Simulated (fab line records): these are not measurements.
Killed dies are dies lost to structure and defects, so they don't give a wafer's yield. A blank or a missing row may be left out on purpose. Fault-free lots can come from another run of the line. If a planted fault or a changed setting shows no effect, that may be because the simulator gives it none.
Matching of chambers ; flow n5_finfet ; N5_BEOL_M8_DESCUM_33 on rie_diel-06 has 4 sister chambers
The step chemistry O2, time 7 s. 4 wafers are shown with their chamber, then 7 later ones without.

WAFERS PAIRED WITH THEIR CHAMBERS
wafer;chamber;throttle_valve_pct (%)
L083.4;1;20.05
L083.6;2;20.37
L085.1;3;20.06
L085.2;0;20.52

WAFERS MISSING THEIR CHAMBER
wafer;throttle_valve_pct (%)
L085.6;20.07
L090.1;20.09
L090.3;20.23
L090.5;20.40
L097.2;20.23
L097.4;20.09
L097.5;20.10

EACH ONE'S CHAMBER
wafer;from the rows above;in truth
L085.6;can't be placed: 3 or 1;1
L090.1;can't be placed: 3 or 1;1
L090.3;can't be placed: 2 or 3 or 1 or 0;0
L090.5;can't be placed: 2 or 0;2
L097.2;can't be placed: 2 or 3 or 1 or 0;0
L097.4;can't be placed: 3 or 1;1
L097.5;can't be placed: 3 or 1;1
Placed correctly: 0 of 7. Can't be placed from these rows: 7 (the true chamber is among the candidates in 7). Wrongly placed: 0.
How it was worked out, from the rows above alone: a wafer's distance from a chamber is the root of the sum, over the readings, of the square of ((its reading less the chamber's mean) divided by the reading's scatter). The wafer belongs to the nearest chamber; if the next one is less than 2 further off, it can't be placed. For every chamber, the mean is computed from those of its wafers that are shown. The scatter (one wafer shown for each chamber): square how far every hidden wafer sits from the nearest shown wafer, average those squares and take the square root.
